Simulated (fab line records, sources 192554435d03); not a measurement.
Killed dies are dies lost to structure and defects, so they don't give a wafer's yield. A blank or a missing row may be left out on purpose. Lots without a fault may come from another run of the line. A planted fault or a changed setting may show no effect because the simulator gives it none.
Problem report in the 8D (eight disciplines) form, filled by code | flow n5_finfet | the parts of the form that need people (team, actions taken, sign-off) are left out

1. THE PROBLEM
etch_rf_on_time_s at N5_FIN_SAQP_ETCH_57 reads a mean of 71.8 s on 2 wafers of 2 lots; wafers without a fault read 46.4 s with a standard deviation of 0.97. That is +26 standard deviations from the usual mean.
The step: etches SiNx in CH3F/O2, target depth 32.5 nm, time 46.4 s.
First seen on wafer L394.1, day 5 07:11, on rie_diel-01. The record holds 24 wafers of 8 lots with a number at this step. Rule for "out", or "out of limits": more than 4 standard deviations from the usual mean. The other wafers with a number count as sound.

2. WHAT IT IS AND WHAT IT IS NOT
question                    | is                       | is not
which readings at this step | etch_rf_on_time_s        | drypump_motor_current_A, oes_f_703_au, oes_product_au, rf_vpp_V, throttle_valve_pct
which lots                  | L394, L401               | L382, L385, L389, L391, L399, L404
which wafers of those lots  | L394.1, L401.1           | L394.2, L394.5, L401.2, L401.6
read on which tools         | rie_diel-01, rie_diel-06 | rie_diel-04
when                        | from day 5 07:11         | up to then (14 sound wafers); but 8 sound wafers of L399, L401, L404 came after

3. SUSPECTS, AND WHAT RULES EACH OUT
Counting: a tool at a process step up to the reading stays a suspect if it ran every lot that is out. Sound lots after the first of them don't rule it out here, since some wafers of a struck lot are sound.
- pecvd-04 at N5_FIN_SAQP_PECVD_48 (deposits SiNx from SiH4/NH3/N2, target thk 25 nm, time 22.1 s): kept. It ran every lot that is out, first L394 (day 5 04:28); its last sound lot up to then is L391 (day 4 09:57).
- vapor_etch-02 at N5_FIN_SAQP_RECESS_75 (chemistry HF/NH3, target SiO2, target depth 14.4 nm, afs cycles 3, sublimation time 60 s): kept. It ran every lot that is out, first L394 (day 5 05:51); its last sound lot up to then is L389 (day 3 22:47).
Left after counting: pecvd-04 at N5_FIN_SAQP_PECVD_48, vapor_etch-02 at N5_FIN_SAQP_RECESS_75.

4. THE CAUSE (what the simulator had put in)
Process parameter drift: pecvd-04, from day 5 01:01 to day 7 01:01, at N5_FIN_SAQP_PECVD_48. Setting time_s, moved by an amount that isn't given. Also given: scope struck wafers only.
Counting left 2 suspects, and this tool is among them.

5. THE CHAIN OF EFFECTS, in route order
Each row: a reading whose mean over the struck wafers that have a number lies more than 3 standard deviations from the usual. Only readings for which the record gives a usual standard deviation are gone through. hours: the time from each lot's start at the first step in this table that gives one to its start at this step, as a median over the lots. sigmas: the change in usual standard deviations.
hours | step                | reading           | usual  | on struck wafers | change | sigmas
0     | N5_FIN_SAQP_ETCH_57 | etch_rf_on_time_s | 46.4 s | 71.8             | +25.4  | +26
The process steps in it:
- N5_FIN_SAQP_ETCH_57: etches SiNx in CH3F/O2, target depth 32.5 nm, time 46.4 s.
Later measuring or inspecting steps at which every struck wafer that the step has a row for has a number for every such reading, and none has moved that far: N5_BEOL_M4_RC_MEAS_101.

6. WHAT WOULD HAVE CAUGHT IT SOONER
In this record the first reading out of limits was taken at day 5 07:11, 6 hours after the fault began at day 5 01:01.
Of the tool readings at N5_FIN_SAQP_PECVD_48 for which the record gives a usual standard deviation, none was out on any struck wafer, so an alarm limit of 4 standard deviations on them would not have fired.
Of the lots that are out (2), L401 began N5_FIN_SAQP_PECVD_48 on pecvd-04 after day 5 07:11. A hold on the tool at that time would have spared it.
